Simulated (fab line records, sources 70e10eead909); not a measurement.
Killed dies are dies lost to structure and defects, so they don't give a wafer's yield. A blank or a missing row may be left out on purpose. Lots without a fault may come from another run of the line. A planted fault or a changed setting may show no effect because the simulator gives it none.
A struck lot beside a sound one | flow nand_harc | 13 steps out of a route of 1159
Sound: wafers L124.1, L124.5, L124.6. Struck: wafer L137.3. (L137.2, L137.4 of the same lot were not struck and are left out.) The cause comes at the end.
At each step with rows: each side's tool, then ch and its chambers, then its first start. Under that, the readings that differ: sound wafers | struck wafers | difference of the means | sigmas: that difference in standard deviations of wafers without a fault.
alike: readings whose means differ by less than 2 such deviations, and words and numbers that are the same on both sides. not compared: withheld readings, readings that some wafer has no value for, bounds like >300 that may hide the same value, and numbers for which the record gives no deviation and whose values overlap.
The two part at a step that has a row with sigmas, a row that says differs or no value, or rows on one side only. Numbers that don't overlap but have no deviation are shown without sigmas and don't part them. A reading that every wafer of one side lacks parts them only if that side has two wafers or more.

first, 4 steps without rows for these wafers: NHARC_A_WL_FILL_STRIP_28 (strips in post etch residue remover, time 1200 s); NHARC_A_WL_FILL_PRECLEAN_06 (cleans in DIW, time 300 s); NHARC_A_WL_FILL_SRD_07; NHARC_A_WL_FILL_ANNEAL_08 (time 1800 s).
NHARC_A_WL_FILL_ALD_10: deposits SiO2, target thk 50 nm, pulse time 10 s, ald cycles 500.
  sound on ald_hk-02 ch 2,3, day 20 03:12; struck on ald_hk-04 ch 3, day 22 03:02
  alike: heater_power_w, precursor_pulse_height_rel
NHARC_A_WL_FILL_ETCHBACK_16: etches the open film in C4F8/O2/Ar, target depth 88 nm, time 17.6 s.
  sound on rie_diel-12 ch 0,3; struck on rie_diel-07 ch 3
  alike: chamber_pressure_mTorr, oes_product_au, rf_vpp_V, run_length_s
  not compared: rf_hours_counter_h
NHARC_A_WL_FILL_STRIP_29: strips in O2, time 20 s.
  sound on rie_diel-12 ch 0,1, day 20 07:56; struck on rie_diel-07 ch 3, day 22 09:51
  reading                         | sound          | struck | difference | sigmas
  showerhead_plenum_p_Torr (Torr) | 3.57 3.57 3.35 | 3.79   | +0.29      | +2
  alike: chamber_pressure_mTorr, drypump_motor_current_A, oes_product_au, rf_vpp_V, throttle_valve_pct
  not compared: rf_hours_counter_h
NHARC_A_WL_FILL_ETCHBACK_17: etches the open film in Cl2/BCl3, target depth 4 nm, time 26.7 s.
  sound on rie_metal-01 ch 0,1, day 20 08:01; struck on rie_metal-02 ch 1, day 22 10:00
  reading                     | sound          | struck | difference | sigmas
  drypump_motor_current_A (A) | 6.0 5.6 6.0    | 4.8    | -1.1       | -2
  run_length_s (s)            | 47.1 47.4 47.2 | 48.4   | +1.2       | +3
  alike: chamber_pressure_mTorr, oes_product_au
  not compared: rf_hours_counter_h
then, 3 steps without rows for these wafers: NHARC_A_WL_FILL_PRECLEAN_18 (cleans in dHF, time 30 s); NHARC_A_WL_FILL_SRD_21; NHARC_A_WL_FILL_CVD_23 (deposits poly-Si, target thk 40 nm, time 800 s).
NHARC_A_WL_FILL_ETCHBACK_26: etches the open film in HBr, target depth 52 nm, time 13.3 s.
  sound on rie_si-03 ch 0,2,3, day 20 13:00; struck on rie_si-01 ch 2, day 22 15:13
  reading                | sound                | struck | difference | sigmas
  run_length_s (s)       | 34.4 34.8 34.8       | 30.1   | -4.6       | -10
  throttle_valve_pct (%) | 23.264 23.275 23.273 | 23.290 | +0.019     | +2
  alike: chamber_pressure_mTorr, drypump_motor_current_A, hbr_flow_sccm, oes_product_au
  not compared: rf_hours_counter_h
then, 1 step without rows for these wafers: NHARC_A_WL_FILL_PRECLEAN_30 (cleans in dHF, time 10 s).

WHERE THEY PART
First at NHARC_A_WL_FILL_STRIP_29; last, within this record, at NHARC_A_WL_FILL_ETCHBACK_26.

WHY: what the simulator had put in
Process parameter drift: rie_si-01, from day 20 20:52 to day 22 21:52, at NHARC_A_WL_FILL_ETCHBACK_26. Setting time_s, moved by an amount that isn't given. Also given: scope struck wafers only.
